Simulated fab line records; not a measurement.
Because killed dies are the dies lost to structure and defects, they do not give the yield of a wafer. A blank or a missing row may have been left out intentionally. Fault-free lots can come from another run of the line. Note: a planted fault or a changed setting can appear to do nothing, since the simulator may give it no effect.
One fault seen from 3 desks	flow n5 finfet	only its own numbers are on each desk; what lay behind them is given at the end

DESK OF THE TOOL OWNER: rie si-03
The tool's own readings at N5_SD_EPI_P_SD_RECESS_17 (chemistry HBr/Cl2/O2, target depth 39.1 nm, bt time 3 s): means of the sampled wafers that have a number, for each lot that ran on this tool. If a lot's mean is further than 4 standard deviations from the usual mean, the lot is out of limits and carries the mark OUT (the distance appears in the brackets).
Columns: A = O2_flow_sccm at N5_SD_EPI_P_SD_RECESS_17, usual 12.00 sccm; B = drypump motor current A at N5_SD_EPI_P_SD_RECESS_17, usual 5.5 A; C = mfc cl2 sccm at N5_SD_EPI_P_SD_RECESS_17, usual 79.99 sccm; D = oes product au at N5_SD_EPI_P_SD_RECESS_17, usual 1.004 a.u.; E = throttle valve pct at N5_SD_EPI_P_SD_RECESS_17, usual 37.11 %
lot	first seen here	A	B	C	D	E
L639	day 5 01:28	12.02	6.0	79.85	0.997	37.15
L640	day 5 09:26	12.02	5.9	79.99	1.013	37.34
L642	day 5 19:56	12.00	6.2	80.08	1.015	37.28
Finding of this desk: none of the 3 lots has anything out of limits.

THE DEFECT DESK
What the inspections along the route counted, lot by lot: means of the sampled wafers that have a number. If a lot's mean is further than 4 standard deviations from the usual mean, the lot is out of limits and carries the mark OUT (the distance appears in the brackets).
Columns: A = raw defect count at N5_SD_EPI_P_INSPECT_11, usual 2.1
lot	first seen here	A
L638	day 4 17:06	1.7
L639	day 5 00:45	2.0
L640	day 5 08:42	4.3
L642	day 5 19:13	2.3
L647	day 6 23:59	2.0
L649	day 7 10:34	3.3
Finding of this desk: none of the 6 lots has anything out of limits.

METROLOGY DESK
What the gauges read for every lot (on any tool): the sampled wafers with a number, averaged. If a lot's mean is further than 4 standard deviations from the usual mean, the lot is out of limits and carries the mark OUT (the distance appears in the brackets).
Columns: A = cd nm at N5_SD_EPI_P_CD_MEAS_09, usual 240.3 nm; B = SD_P_BLK_OVL at N5_SD_EPI_P_OVL_MEAS_10, usual 0.1 nm
lot	first seen here	A	B
L638	day 4 17:03	239.8	-0.4
L639	day 5 00:41	240.1	0.1
L640	day 5 08:39	239.9	0.5
L642	day 5 19:10	241.1	0.0
L647	day 6 23:55	240.8	-0.2
L649	day 7 10:30	240.6	0.1
Finding of this desk: none of the 6 lots has anything out of limits.

PUT TOGETHER
Nothing out of limits was seen by the tool owner's desk.
Nothing out of limits was seen by the defect desk.
At the metrology desk, nothing out of limits was observed.

WHAT WAS PUT IN BY THE SIMULATOR
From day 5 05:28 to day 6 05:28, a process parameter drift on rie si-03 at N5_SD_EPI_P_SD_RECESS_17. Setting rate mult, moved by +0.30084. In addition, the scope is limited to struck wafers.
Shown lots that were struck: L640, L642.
